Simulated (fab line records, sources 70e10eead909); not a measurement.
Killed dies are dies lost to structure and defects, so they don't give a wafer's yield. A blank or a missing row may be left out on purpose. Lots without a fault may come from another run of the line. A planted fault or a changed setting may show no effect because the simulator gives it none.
fab line records | flow nand_harc
record lots=24 wafers=72 last_day=33
route steps=1302 shown A_STAIRCASE@872 A_SLIT@935 A_WL_FILL@957
lots that met no fault: from a run of the same line without faults
start_h: hours from the record's first day to the start of the lot's first wafer shown | wait_h: hours since the lot's step before | " the same as in the row above | L1.1+2: a row that stands for several wafers | - no value, or no start given | * or withheld: withheld | < > ~ a bound
route shown NAME@n: a module of which the file shows steps, and the number in the route of the first | usual: mean/standard deviation of fault-free wafers | same: alike in all rows | chamber/n: place in a boat | sites: the reading at each site | _std_site: their standard deviation | _edge_site: outer sites' mean less inner sites' | radius_mm: how far each site lies from the wafer's centre | mask NAME#n: copy n | behind: the tool/chamber that last shaped the wafer | hold: why the lot was held/for how many hours/how that ended | device: the transistor (n, p or np) that didn't switch | end of line: the same wafers' tests at the end of the route | a step without rows: its recipe alone | killed: dies lost to structure and defects at the first sort, not the wafer's yield | map: a wafer's dies, x killed, . not, _ none there
set.NAME: the setting as run; set.NAME@STEP: as run at that earlier step | model.NAME: the simulator's own value behind a step, which no gauge read
steps of the route over a sample of lots; a table a step, a row a wafer
services: from which hour (start_h, from the record's first day; less than 0 if before it) a tool's chamber was out of use, for how many hours, and why
## steps
# step NHARC_A_STAIRCASE_STRIP_446
# recipe power_w=1500 temp_c=250 chemistry=O2
# usual drypump_motor_current_A=5.8/0.61 heater_power_w=318/35
# columns lot.wafer tool chamber start_h wait_h drypump_motor_current_A heater_power_w rf_hours_counter_h
L074.1 plasma_asher-01 0 429.09 0.0 6.3 345 16
L074.3 " 0 " " 6.3 356 -
L074.4 " 1 " " 6.2 368 -
L075.1 plasma_asher-01 1 445.86 0.1 6.1 363 20
L075.3 " 0 " " 6.2 346 -
L075.5 " 0 " " 6.2 338 -
L076.2 plasma_asher-02 0 460.32 0.1 4.7 283 32
L076.4 " 1 " " 5.6 287 -
L076.5 " 1 " " 5.6 288 -
L077.1 plasma_asher-01 1 460.42 0.0 6.2 361 22
L077.2 " 0 " " 6.3 335 22
L077.3 " 1 " " 6.2 363 -
L078.4 plasma_asher-01 0 471.68 0.4 6.3 336 -
L078.6 " 1 " " 6.2 363 -
L078.5 " 0 " " 6.3 344 -
L079.1 plasma_asher-01 1 485.71 0.1 6.1 366 30
L079.4 " 0 " " 6.3 341 -
L079.6 " 0 " " 6.3 344 -
L081.4 plasma_asher-02 0 496.71 0.1 4.7 278 -
L081.3 " 1 " " 5.6 280 -
L081.5 " 0 " " 4.7 271 -
L080.1 plasma_asher-01 1 496.80 0.0 6.1 367 32
L080.4 " 1 " " 6.1 348 -
L080.5 " 1 " " 6.2 365 -
L083.3 plasma_asher-02 1 509.20 0.1 5.6 277 -
L083.5 " 1 " " 5.6 272 -
L083.6 " 0 " " 4.6 274 -
L082.4 plasma_asher-02 1 509.48 0.3 5.6 276 -
L082.5 " 1 " " 5.6 281 -
L082.6 " 0 " " 4.7 283 -
L084.4 plasma_asher-02 1 524.90 0.1 5.6 269 -
L084.3 " 0 " " 4.7 281 -
L084.6 " 1 " " 5.6 277 -
L085.1 plasma_asher-02 1 534.54 0.0 5.6 276 12
L085.6 " 1 " " 5.6 277 -
L085.5 " 0 " " 4.7 282 -
L086.1 plasma_asher-01 1 553.30 0.1 6.2 343 4
L086.4 " 0 " " 6.3 343 -
L086.5 " 0 " " 6.3 344 -
L087.2 plasma_asher-02 0 567.32 0.1 4.7 268 18
L087.3 " 0 " " 4.7 280 -
L087.5 " 0 " " 4.7 276 -
L088.1 plasma_asher-02 1 581.88 0.0 5.6 276 20
L088.3 " 1 " " 5.6 274 -
L088.4 " 0 " " 4.7 273 -
L089.1 plasma_asher-01 1 582.83 0.0 6.2 345 9
L089.2 " 0 " " 6.3 349 9
L089.6 " 1 " " 6.2 338 -
L091.1 plasma_asher-01 0 590.72 0.0 6.2 341 11
L091.4 " 0 " " 6.2 346 -
L091.3 " 1 " " 6.2 341 -
L090.2 plasma_asher-01 1 591.97 0.1 6.1 336 11
L090.4 " 0 " " 6.3 350 -
L090.5 " 0 " " 6.3 344 -
L093.2 plasma_asher-02 0 633.07 0.0 4.7 276 31
L093.4 " 0 " " 4.7 283 -
L093.6 " 0 " " 4.7 283 -
L092.1 plasma_asher-02 0 633.43 0.1 4.7 280 32
L092.4 " 1 " " 5.6 271 -
L092.6 " 0 " " 4.7 275 -
L094.4 plasma_asher-01 1 636.31 0.1 6.1 345 -
L094.3 " 0 " " 6.3 340 -
L094.5 " 0 " " 6.3 350 -
L095.2 plasma_asher-01 0 654.27 0.4 6.3 346 26
L095.4 " 1 " " 6.2 342 -
L095.6 " 0 " " 6.3 343 -
L096.1 plasma_asher-01 1 669.13 0.0 6.1 343 28
L096.3 " 0 " " 6.3 349 -
L096.6 " 0 " " 6.3 354 -
L097.1 plasma_asher-01 0 669.62 0.1 6.3 349 28
L097.4 " 1 " " 6.2 336 -
L097.5 " 0 " " 6.3 352 -
# step NHARC_A_STAIRCASE_ETCHBACK_422
# recipe target_depth_a=400 over_etch_frac=0.3 time_s=74.286 ion_energy_ev=120 ch3f_flow_sccm=50 o2_flow_sccm=30 ar_flow_sccm=200 rf_w=500 bias_w=100 chemistry=CH3F/O2
# usual drypump_motor_current_A=5.7/0.53 oes_product_au=0.96/0.034 rf_vpp_V=243.9/1.3 showerhead_plenum_p_Torr=2.43/0.065 throttle_valve_pct=20.663/0.0092
# columns lot.wafer tool chamber start_h wait_h drypump_motor_current_A oes_product_au rf_hours_counter_h rf_vpp_V showerhead_plenum_p_Torr throttle_valve_pct
L074.1 rie_diel-11 0 430.45 0.2 6.5 0.99 63 244.1 2.37 20.655
L074.4 " 2 " " 5.6 1.00 - 244.5 2.50 20.665
L074.3 " 0 " " 6.5 0.99 - 242.3 2.37 20.658
L075.1 rie_diel-02 3 447.15 0.1 5.2 1.00 15 243.9 2.41 20.673
L075.3 " 2 " " 6.3 1.01 12 245.2 2.42 20.670
L075.5 " 0 " " 5.1 1.00 - 245.7 2.48 20.656
L076.2 rie_diel-11 0 461.63 0.1 6.5 1.00 8 242.3 2.37 20.656
L076.4 " 1 " " 5.7 0.99 9 246.7 2.47 20.664
L076.5 " 2 " " 5.6 1.00 - 246.5 2.50 20.672
L077.1 rie_diel-11 2 461.77 0.1 5.5 1.02 10 244.1 2.50 20.668
L077.2 " 3 " " 6.1 1.01 6 242.6 2.30 20.653
L077.3 " 0 " " 6.5 0.98 8 241.6 2.37 20.670
L078.4 rie_diel-13 2 472.93 0.2 5.0 0.95 - 244.3 2.43 20.647
L078.5 " 3 " " 6.3 0.92 - 244.6 2.49 20.653
L078.6 " 1 " " 5.6 0.92 - 243.6 2.33 20.674
L079.4 rie_diel-11 0 487.01 0.2 6.5 0.99 15 242.4 2.37 20.662
L079.1 " 2 " " 5.6 0.99 20 243.7 2.50 20.664
L079.6 " 0 " " 6.5 0.97 - 243.8 2.37 20.655
L081.3 rie_diel-11 1 497.95 0.1 5.6 1.00 24 244.7 2.46 20.655
L081.4 " 2 " " 5.6 1.00 22 244.7 2.49 20.669
L081.5 " 2 " " 5.6 0.99 - 244.2 2.50 20.644
L080.4 rie_diel-13 2 498.14 0.1 5.0 0.95 46 244.0 2.43 20.671
L080.1 " 3 " " 6.3 0.93 39 246.3 2.49 20.657
L080.5 " 2 " " 5.0 0.94 - 245.3 2.43 20.656
L083.3 rie_diel-13 2 510.44 0.1 5.0 0.94 50 243.7 2.43 20.666
L083.5 " 2 " " 4.9 0.94 - 244.9 2.43 20.677
L083.6 " 3 " " 6.3 0.93 - 244.5 2.49 20.667
L082.6 rie_diel-02 3 510.77 0.2 5.2 0.92 - 242.3 2.40 20.680
L082.4 " 0 " " 5.1 0.92 - 244.1 2.47 20.652
L082.5 " 1 " " 6.3 0.94 - 245.3 2.50 20.660
L084.4 rie_diel-02 0 526.24 0.2 5.1 0.93 40 243.5 2.47 20.670
L084.3 " 1 " " 6.3 0.92 38 245.4 2.50 20.640
L084.6 " 0 " " 5.1 0.93 - 243.7 2.47 20.661
L085.1 rie_diel-02 3 535.88 0.2 5.2 0.99 46 243.1 2.39 20.678
L085.6 " 2 " " 6.4 1.00 - 244.7 2.41 20.665
L085.5 " 3 " " 5.2 0.99 - 243.3 2.40 20.658
L086.1 rie_diel-02 1 554.62 0.1 6.3 0.93 51 244.4 2.49 20.662
L086.5 " 2 " " 6.4 0.92 - 244.3 2.41 20.661
L086.4 " 0 " " 5.1 0.92 - 244.8 2.46 20.654
L087.3 rie_diel-02 2 568.62 0.1 6.3 0.97 56 242.4 2.41 20.653
L087.2 " 1 " " 6.3 0.96 58 244.8 2.49 20.665
L087.5 " 3 " " 5.2 0.96 - 241.3 2.39 20.671
L088.1 rie_diel-11 3 583.23 0.1 6.1 0.98 50 242.5 2.29 20.650
L088.3 " 0 " " 6.5 0.98 49 242.7 2.35 20.646
L088.4 " 2 " " 5.6 0.99 53 244.6 2.48 20.664
L089.1 rie_diel-02 1 584.17 0.2 6.3 1.00 2 245.3 2.49 20.669
L089.2 " 3 " " 5.2 1.00 2 242.8 2.39 20.656
L089.6 " 0 " " 5.1 1.00 - 245.4 2.46 20.671
L091.3 rie_diel-13 2 592.06 0.1 4.9 0.92 24 244.8 2.42 20.661
L091.1 " 0 " " 5.6 0.92 22 246.5 2.55 20.678
L091.4 " 1 " " 5.6 0.92 - 241.7 2.32 20.653
L090.4 rie_diel-02 0 593.30 0.2 5.1 1.01 6 245.7 2.46 20.663
L090.2 " 1 " " 6.3 1.00 7 245.9 2.49 20.676
L090.5 " 3 " " 5.2 0.99 - 244.6 2.39 20.668
L093.2 rie_diel-13 0 634.42 0.1 5.6 0.91 36 245.3 2.54 20.661
L093.4 " 0 " " 5.6 0.91 - 244.9 2.54 20.664
L093.6 " 2 " " 5.0 0.92 - 243.4 2.41 20.671
L092.4 rie_diel-02 0 634.78 0.2 5.1 0.98 20 244.2 2.45 20.654
L092.1 " 2 " " 6.3 0.97 19 244.4 2.40 20.666
L092.6 " 0 " " 5.1 0.98 - 244.7 2.45 20.664
L094.3 rie_diel-13 1 637.54 0.1 5.6 0.92 39 243.4 2.31 20.668
L094.4 " 2 " " 5.0 0.92 - 241.4 2.41 20.664
L094.5 " 0 " " 5.6 0.91 - 245.3 2.54 20.650
L095.4 rie_diel-02 0 655.62 0.2 5.1 0.96 26 243.6 2.45 20.673
L095.2 " 2 " " 6.3 0.94 26 244.0 2.40 20.651
L095.6 " 3 " " 5.2 0.94 - 243.9 2.38 20.649
L096.3 rie_diel-02 0 670.47 0.1 5.1 0.98 32 244.3 2.45 20.663
L096.1 " 2 " " 6.3 0.98 32 243.3 2.39 20.654
L096.6 " 3 " " 5.2 0.97 - 244.7 2.38 20.660
L097.1 rie_diel-02 2 670.92 0.2 6.3 0.94 32 243.0 2.39 20.662
L097.5 " 0 " " 5.1 0.94 - 244.5 2.45 20.657
L097.4 " 2 " " 6.3 0.94 - 244.3 2.39 20.657
# step NHARC_A_SLIT_INSPECT_11
# usual raw_defect_count=60/34
# columns lot.wafer tool chamber start_h wait_h raw_defect_count
L074.1 defect_inspect-02 - 441.62 0.0 118
L074.3 " - " " 111
L074.4 " - " " 121
L075.1 defect_inspect-01 - 463.05 0.0 22
L075.3 " - " " 20
L075.5 " - " " 20
L076.2 defect_inspect-02 - 476.08 0.0 69
L076.4 " - " " 54
L076.5 " - " " 62
L077.1 defect_inspect-01 - 476.24 0.0 65
L077.2 " - " " 53
L077.3 " - " " 56
L078.4 defect_inspect-02 - 489.92 0.0 66
L078.5 " - " " 65
L078.6 " - " " 74
L079.1 defect_inspect-02 - 507.24 0.0 21
L079.4 " - " " 21
L079.6 " - " " 12
L081.3 defect_inspect-01 - 511.83 0.0 56
L081.4 " - " " 70
L081.5 " - " " 74
L080.1 defect_inspect-02 - 511.98 0.0 110
L080.4 " - " " 107
L080.5 " - " " 119
L082.4 defect_inspect-02 - 523.94 0.0 28
L082.5 " - " " 27
L082.6 " - " " 23
L083.3 defect_inspect-02 - 524.42 0.0 127
L083.5 " - " " 137
L083.6 " - " " 113
L084.3 defect_inspect-02 - 542.36 0.0 96
L084.4 " - " " 75
L084.6 " - " " 79
L085.1 defect_inspect-02 - 549.84 0.0 98
L085.5 " - " " 81
L085.6 " - " " 73
L086.1 defect_inspect-02 - 572.32 0.0 13
L086.4 " - " " 17
L086.5 " - " " 18
L087.2 defect_inspect-02 - 584.91 0.0 105
L087.3 " - " " 104
L087.5 " - " " 105
L088.1 defect_inspect-01 - 597.19 0.0 25
L088.3 " - " " 10
L088.4 " - " " 14
L089.1 defect_inspect-01 - 597.36 0.0 98
L089.2 " - " " 94
L089.6 " - " " 85
L090.2 defect_inspect-01 - 607.32 0.0 58
L090.4 " - " " 63
L090.5 " - " " 47
L091.1 defect_inspect-01 - 607.63 0.0 55
L091.3 " - " " 50
L091.4 " - " " 48
L093.2 defect_inspect-01 - 651.94 0.0 33
L093.4 " - " " 29
L093.6 " - " " 32
L092.1 defect_inspect-01 - 652.62 0.0 16
L092.4 " - " " 18
L092.6 " - " " 25
L094.3 defect_inspect-02 - 656.28 0.0 71
L094.4 " - " " 48
L094.5 " - " " 73
L095.2 defect_inspect-01 - 669.69 0.0 21
L095.4 " - " " 13
L095.6 " - " " 15
L096.1 defect_inspect-02 - 685.16 0.0 36
L096.3 " - " " 33
L096.6 " - " " 35
L097.1 defect_inspect-02 - 686.27 0.0 92
L097.4 " - " " 92
L097.5 " - " " 81
# step NHARC_A_SLIT_ETCH_17
# recipe bias_v=900 source_w=withheld pressure_mtorr=20 ar_flow_sccm=375 c4f8_flow_sccm=83.3 o2_flow_sccm=41.7 time_s=4254.5 target_depth_a=2.03e+05 chemistry=C4F8/O2/Ar
# usual drypump_motor_current_A=6.0/0.45 showerhead_plenum_p_Torr=3.73/0.11 throttle_valve_pct=32.044/0.01
# columns lot.wafer tool chamber start_h wait_h drypump_motor_current_A rf_hours_counter_h showerhead_plenum_p_Torr throttle_valve_pct
L074.1 har_etch-02 0 443.54 - 5.4 23 3.93 32.041
L074.4 " 1 " " 6.6 - 3.70 32.030
L074.3 " 0 " " 5.4 - 3.93 32.048
L075.1 har_etch-01 0 464.98 - 5.9 256 3.80 32.032
L075.3 " 1 " " 6.2 - 3.65 32.046
L075.5 " 1 466.81 - 6.2 - 3.65 32.039
L076.2 har_etch-01 1 477.40 - 6.2 260 3.65 32.042
L076.4 " 1 478.60 - 6.2 - 3.65 32.051
L076.5 " 0 480.41 - 5.9 - 3.79 32.044
L077.2 har_etch-02 0 478.11 - 5.4 46 3.91 32.028
L077.1 " 1 " " 6.6 46 3.68 32.055
L077.3 " 1 479.91 - 6.6 - 3.69 32.042
L078.4 har_etch-02 1 493.09 - 6.6 - 3.68 32.058
L078.6 " 0 " " 5.4 - 3.91 32.049
L078.5 " 1 " " 6.6 - 3.68 32.067
L079.1 har_etch-01 1 509.17 - 6.2 279 3.64 32.046
L079.4 " 1 510.39 - 6.2 - 3.64 32.051
L079.6 " 1 511.62 - 6.2 - 3.64 32.032
L080.1 har_etch-01 0 514.17 - 5.9 283 3.78 32.053
L080.4 " 1 " " 6.2 - 3.63 32.044
L080.5 " 1 516.05 - 6.2 - 3.63 32.044
L081.3 har_etch-02 1 514.33 - 6.6 - 3.67 32.045
L081.4 " 0 " " 5.4 - 3.90 32.039
L081.5 " 1 " " 6.6 - 3.67 32.047
L082.4 har_etch-01 1 526.46 - 6.2 - 3.63 32.025
L082.6 " 1 527.67 - 6.2 - 3.63 32.047
L082.5 " 0 " " 5.9 - 3.78 32.045
L083.3 har_etch-02 1 527.79 - 6.7 - 3.67 32.032
L083.6 " 0 " " 5.4 - 3.90 32.030
L083.5 " 1 " " 6.7 - 3.67 32.046
L084.3 har_etch-02 1 545.71 - 6.6 - 3.66 32.024
L084.4 " 0 " " 5.4 - 3.89 32.051
L084.6 " 0 547.54 - 5.4 - 3.89 32.053
L085.1 har_etch-02 0 551.16 - 5.4 92 3.89 32.050
L085.5 " 0 553.57 - 5.4 - 3.89 32.056
L085.6 " 1 " " 6.6 - 3.66 32.038
L086.1 har_etch-02 0 573.64 - 5.4 103 3.88 32.039
L086.4 " 0 574.83 - 5.4 - 3.88 32.038
L086.5 " 0 576.03 - 5.4 - 3.88 32.056
L087.2 har_etch-02 1 586.78 - 6.6 111 3.65 32.020
L087.3 " 0 588.59 - 5.4 - 3.88 32.047
L087.5 " 0 589.80 - 5.4 - 3.88 32.026
L089.1 har_etch-02 0 598.66 - 5.4 119 3.87 32.026
L089.2 " 1 " " 6.6 119 3.65 32.048
L089.6 " 0 601.08 - 5.4 - 3.87 32.054
L088.1 har_etch-01 1 599.12 - 6.2 333 3.61 32.045
L088.3 " 0 " " 5.9 - 3.75 32.053
L088.4 " 1 " " 6.2 - 3.61 32.056
L090.2 har_etch-02 0 608.63 - 5.4 122 3.87 32.053
L090.4 " 1 610.46 - 6.6 - 3.64 32.047
L090.5 " 0 " " 5.4 - 3.87 32.037
L091.1 har_etch-01 1 608.94 - 6.2 341 3.60 32.072
L091.4 " 1 610.16 - 6.2 - 3.60 32.052
L091.3 " 0 " " 5.9 - 3.75 32.040
L093.2 har_etch-01 0 653.50 - 5.9 360 3.74 32.044
L093.4 " 1 655.34 - 6.2 - 3.59 32.046
L093.6 " 0 " " 5.9 - 3.74 32.052
L092.1 har_etch-02 0 653.94 - 5.4 145 3.86 32.028
L092.4 " 0 655.15 - 5.4 - 3.86 32.051
L092.6 " 0 656.36 - 5.4 - 3.86 32.048
L094.3 har_etch-01 1 662.75 - 6.2 - 3.59 32.034
L094.4 " 0 " " 5.9 - 3.73 32.051
L094.5 " 1 " " 6.2 - 3.59 32.040
L095.2 har_etch-02 1 671.61 - 6.6 157 3.63 32.036
L095.4 " 1 672.82 - 6.7 - 3.62 32.059
L095.6 " 1 674.02 - 6.7 - 3.63 32.059
L096.1 har_etch-01 1 687.07 - 6.2 379 3.58 32.028
L096.3 " 0 " " 5.9 - 3.73 32.038
L096.6 " 0 688.89 - 5.9 - 3.73 32.025
L097.1 har_etch-01 1 690.90 - 6.2 383 3.58 32.042
L097.4 " 0 " " 5.9 - 3.72 32.047
L097.5 " 1 693.35 - 6.2 - 3.58 32.063
# step NHARC_A_SLIT_ETCH_29
# recipe target_depth_a=1000 overetch_a=100 time_s=55 ion_energy_ev=100 cf4_flow_sccm=80 o2_flow_sccm=20 ar_flow_sccm=0 rf_w=300 bias_w=100 chemistry=CF4/O2
# usual drypump_motor_current_A=5.4/0.43 oes_product_au=0.997/0.011 rf_vpp_V=197.6/1.5 showerhead_plenum_p_Torr=1.32/0.065 throttle_valve_pct=13.397/0.0084
# columns lot.wafer tool chamber start_h wait_h drypump_motor_current_A oes_product_au rf_hours_counter_h rf_vpp_V showerhead_plenum_p_Torr throttle_valve_pct
L074.4 rie_diel-05 2 447.52 0.1 6.2 0.995 3 198.0 1.34 13.400
L074.3 " 3 " " 5.0 1.012 2 199.0 1.41 13.401
L074.1 " 0 " " 5.6 1.006 3 195.9 1.29 13.404
L075.3 rie_diel-07 1 468.93 0.1 5.1 1.008 8 196.5 1.27 13.396
L075.1 " 2 " " 5.9 0.994 9 201.0 1.41 13.391
L075.5 " 0 " " 5.4 0.979 - 194.7 1.26 13.396
L076.2 rie_diel-07 2 481.90 0.1 5.9 1.010 0 199.5 1.41 13.403
L076.4 " 0 " " 5.4 0.993 0 198.1 1.26 13.390
L076.5 " 3 " " 5.3 0.980 - 200.2 1.43 13.389
L077.3 rie_diel-05 0 482.59 0.1 5.6 1.001 7 197.2 1.29 13.396
L077.1 " 2 " " 6.3 1.004 5 196.4 1.34 13.396
L077.2 " 3 " " 5.0 1.006 5 199.6 1.41 13.392
L078.4 rie_diel-08 0 495.85 0.1 5.8 1.015 6 195.7 1.25 13.400
L078.6 " 2 " " 5.4 1.008 - 197.6 1.37 13.408
L078.5 " 3 " " 4.8 1.002 - 198.3 1.37 13.403
L079.4 rie_diel-05 3 513.12 0.1 5.0 0.984 7 199.3 1.41 13.397
L079.1 " 2 " " 6.3 0.995 8 198.7 1.34 13.404
L079.6 " 0 " " 5.6 0.986 - 197.4 1.29 13.390
L081.4 rie_diel-08 3 517.58 0.1 4.8 1.011 9 198.2 1.37 13.387
L081.3 " 0 " " 5.8 1.018 9 194.8 1.25 13.385
L081.5 " 0 " " 5.8 1.014 - 195.7 1.25 13.392
L080.4 rie_diel-05 3 518.20 0.1 5.0 0.990 7 199.5 1.40 13.397
L080.1 " 0 " " 5.6 1.004 9 196.7 1.29 13.389
L080.5 " 2 " " 6.3 0.981 - 197.6 1.34 13.402
L082.4 rie_diel-05 0 529.77 0.1 5.6 1.011 10 195.5 1.29 13.398
L082.6 " 3 " " 5.0 1.001 - 200.6 1.40 13.403
L082.5 " 0 " " 5.6 0.995 - 198.1 1.29 13.395
L083.3 rie_diel-08 2 530.47 0.1 5.4 1.016 8 198.0 1.37 13.387
L083.5 " 1 " " 4.9 0.983 - 197.0 1.26 13.409
L083.6 " 2 " " 5.4 1.023 - 199.1 1.37 13.408
L084.4 rie_diel-05 3 549.04 0.1 5.0 0.992 10 199.0 1.40 13.412
L084.3 " 0 " " 5.6 0.999 12 196.7 1.29 13.406
L084.6 " 1 " " 5.3 0.991 - 195.7 1.24 13.385
L085.1 rie_diel-08 3 555.66 0.1 4.9 0.984 0 198.8 1.37 13.409
L085.6 " 1 " " 4.9 0.982 - 197.2 1.26 13.390
L085.5 " 2 " " 5.4 0.991 - 199.9 1.37 13.392
L086.1 rie_diel-07 3 582.66 0.1 5.3 0.986 5 199.4 1.43 13.397
L086.5 " 3 " " 5.3 0.980 - 200.4 1.43 13.392
L086.4 " 0 " " 5.4 0.984 - 197.5 1.26 13.407
L087.3 rie_diel-08 0 591.29 0.1 5.8 1.015 2 194.7 1.25 13.400
L087.2 " 1 " " 4.8 0.980 3 196.5 1.26 13.375
L087.5 " 0 " " 5.8 1.013 - 195.9 1.25 13.392
L088.3 rie_diel-05 3 603.04 0.1 5.0 1.000 1 199.4 1.40 13.392
L088.4 " 0 " " 5.6 0.992 1 197.5 1.29 13.393
L088.1 " 1 " " 5.3 1.003 2 195.9 1.24 13.393
L089.1 rie_diel-05 2 603.29 0.2 6.3 0.981 2 198.4 1.34 13.407
L089.2 " 1 " " 5.3 0.998 2 197.6 1.24 13.397
L089.6 " 2 " " 6.3 0.987 - 196.4 1.34 13.406
L090.4 rie_diel-08 1 613.17 0.1 4.8 0.973 4 197.0 1.26 13.385
L090.2 " 2 " " 5.4 0.989 4 197.4 1.37 13.397
L090.5 " 0 " " 5.8 1.012 - 197.6 1.24 13.411
L091.4 rie_diel-07 0 613.50 0.1 5.4 0.997 6 195.9 1.26 13.392
L091.3 " 1 " " 5.1 1.018 7 197.4 1.27 13.396
L091.1 " 3 " " 5.3 0.987 7 198.5 1.43 13.402
L093.2 rie_diel-07 2 658.06 0.1 5.8 0.985 0 199.8 1.40 13.392
L093.4 " 0 " " 5.4 0.984 0 196.7 1.26 13.398
L093.6 " 2 " " 5.8 0.980 - 198.8 1.41 13.394
L092.1 rie_diel-05 2 658.46 0.1 6.2 1.004 5 198.4 1.34 13.401
L092.4 " 3 " " 5.0 0.995 4 197.7 1.40 13.399
L092.6 " 1 " " 5.3 0.992 - 194.4 1.24 13.390
L094.3 rie_diel-08 3 666.11 0.1 4.8 0.982 7 198.9 1.37 13.385
L094.4 " 0 " " 5.9 1.025 7 196.2 1.24 13.394
L094.5 " 3 " " 4.8 0.987 - 199.3 1.37 13.414
L095.4 rie_diel-05 0 675.52 0.1 5.6 1.000 4 196.9 1.29 13.399
L095.2 " 1 " " 5.3 0.991 5 197.0 1.24 13.395
L095.6 " 3 " " 5.0 0.996 - 199.0 1.40 13.386
L096.1 rie_diel-07 3 691.01 0.1 5.3 1.003 2 199.5 1.43 13.391
L096.3 " 0 " " 5.4 0.996 2 196.4 1.26 13.397
L096.6 " 2 " " 5.8 1.004 - 199.5 1.40 13.401
L097.4 rie_diel-05 0 694.84 0.1 5.6 0.996 6 198.1 1.29 13.399
L097.1 " 2 " " 6.3 0.993 7 196.2 1.34 13.395
L097.5 " 0 " " 5.6 0.993 - 197.9 1.29 13.382
# step NHARC_A_WL_FILL_ETCHBACK_04
# recipe target_depth_a=600 time_s=120 chemistry=NF3
# usual drypump_motor_current_A=6.0/0.62 oes_product_au=0.999/0.0099
# columns lot.wafer tool chamber start_h wait_h drypump_motor_current_A oes_product_au rf_hours_counter_h
L074.1 rie_metal-03 0 456.08 0.4 5.3 1.013 1.8
L074.4 " 1 " " 5.2 1.001 -
L074.3 " 0 " " 5.3 1.012 -
L075.1 rie_metal-03 1 477.40 0.3 5.2 1.004 2.1
L075.3 " 0 " " 5.3 1.008 -
L075.5 " 1 " " 5.2 0.990 -
L076.2 rie_metal-02 0 490.49 0.4 6.4 1.018 0.4
L076.4 " 0 " " 6.4 1.018 -
L076.5 " 0 " " 6.4 1.015 -
L077.1 rie_metal-03 0 490.70 0.6 5.4 1.009 2.3
L077.2 " 1 " " 5.2 0.986 2.3
L077.3 " 1 " " 5.2 0.984 -
L078.4 rie_metal-02 0 504.69 0.3 6.4 1.010 -
L078.6 " 1 " " 6.7 0.987 -
L078.5 " 0 " " 6.4 1.022 -
L079.1 rie_metal-01 0 521.65 0.3 5.4 1.003 1.8
L079.4 " 0 " " 5.4 0.995 -
L079.6 " 1 " " 6.4 1.023 -
L080.1 rie_metal-01 1 526.49 0.3 6.4 0.998 1.7
L080.4 " 1 " " 6.4 1.008 -
L080.5 " 0 " " 5.3 1.000 -
L081.4 rie_metal-02 0 526.69 0.3 6.4 1.013 -
L081.3 " 1 " " 6.7 0.984 -
L081.5 " 0 " " 6.4 1.019 -
L082.4 rie_metal-01 0 538.37 0.3 5.3 1.000 -
L082.6 " 0 " " 5.3 0.999 -
L082.5 " 1 " " 6.4 1.017 -
L083.3 rie_metal-02 0 538.54 0.3 6.4 1.022 -
L083.5 " 0 " " 6.4 1.015 -
L083.6 " 1 " " 6.7 1.010 -
L084.3 rie_metal-03 0 557.73 0.3 5.3 0.994 -
L084.4 " 1 " " 5.2 0.999 -
L084.6 " 1 " " 5.2 0.993 -
L085.1 rie_metal-01 0 564.12 0.3 5.3 0.986 2.7
L085.6 " 0 " " 5.3 0.988 -
L085.5 " 1 " " 6.4 1.002 -
L086.1 rie_metal-03 1 591.30 0.3 5.2 0.991 0.7
L086.4 " 1 " " 5.2 0.984 -
L086.5 " 1 " " 5.2 0.991 -
L087.2 rie_metal-02 1 599.91 0.3 6.7 0.988 2.7
L087.3 " 1 " " 6.7 0.994 -
L087.5 " 0 " " 6.4 1.001 -
L088.1 rie_metal-02 1 611.66 0.3 6.7 1.002 3.0
L088.4 " 0 " " 6.4 1.002 -
L088.3 " 1 " " 6.7 0.990 -
L089.1 rie_metal-01 1 611.81 0.3 6.4 0.991 0.3
L089.2 " 0 " " 5.4 0.995 0.3
L089.6 " 1 " " 6.4 0.987 -
L091.1 rie_metal-03 1 623.58 0.3 5.2 0.984 1.2
L091.3 " 1 " " 5.2 0.989 -
L091.4 " 0 " " 5.3 0.987 -
L090.2 rie_metal-02 0 623.78 0.3 6.4 1.012 3.4
L090.4 " 0 " " 6.4 1.011 -
L090.5 " 0 " " 6.4 1.009 -
L093.2 rie_metal-01 1 667.12 0.3 6.4 1.006 1.1
L093.4 " 0 " " 5.4 0.993 -
L093.6 " 1 " " 6.4 0.995 -
L092.1 rie_metal-02 1 667.29 0.3 6.7 0.989 0.2
L092.4 " 1 " " 6.7 0.990 -
L092.6 " 0 " " 6.4 0.985 -
L094.4 rie_metal-03 1 674.85 0.3 5.2 1.000 -
L094.3 " 0 " " 5.4 0.995 -
L094.5 " 0 " " 5.4 0.994 -
L095.2 rie_metal-02 0 684.42 0.5 6.4 1.009 0.5
L095.4 " 0 " " 6.4 0.993 -
L095.6 " 1 " " 6.7 1.001 -
L096.1 rie_metal-02 0 699.55 0.3 6.4 0.997 0.8
L096.3 " 1 " " 6.7 0.995 -
L096.6 " 1 " " 6.6 0.996 -
L097.1 rie_metal-01 1 704.92 0.4 6.4 0.992 2.0
L097.4 " 1 " " 6.4 0.989 -
L097.5 " 0 " " 5.4 1.011 -
## services
# columns tool chamber start_h hours kind
rie_diel-05 - 406.80 9.0 pm
rie_diel-05 1 421.32 13.4 repair
rie_metal-02 - 454.02 9.0 pm
rie_diel-05 - 465.20 0.4 repair
rie_metal-02 - 465.50 1.2 repair
plasma_asher-02 - 469.29 9.0 pm
rie_metal-01 1 474.54 9.9 repair
rie_metal-03 0 492.31 6.6 repair
rie_diel-05 0 496.11 4.1 repair
rie_diel-02 3 511.41 3.6 repair
rie_metal-01 0 515.31 3.6 repair
rie_metal-03 - 519.00 9.0 pm
plasma_asher-01 - 519.19 9.0 pm
rie_diel-05 1 522.02 4.5 repair
rie_diel-02 - 570.87 9.0 pm
rie_diel-05 - 583.80 9.0 pm
plasma_asher-01 - 587.98 2.5 repair
rie_metal-02 - 631.02 9.0 pm
har_etch-02 - 633.99 0.6 repair
plasma_asher-02 - 646.47 9.0 pm
rie_diel-05 1 649.33 1.8 repair
rie_metal-02 1 662.72 2.5 repair
rie_diel-02 1 663.23 13.8 repair
plasma_asher-01 - 696.19 9.0 pm
## key
fault none
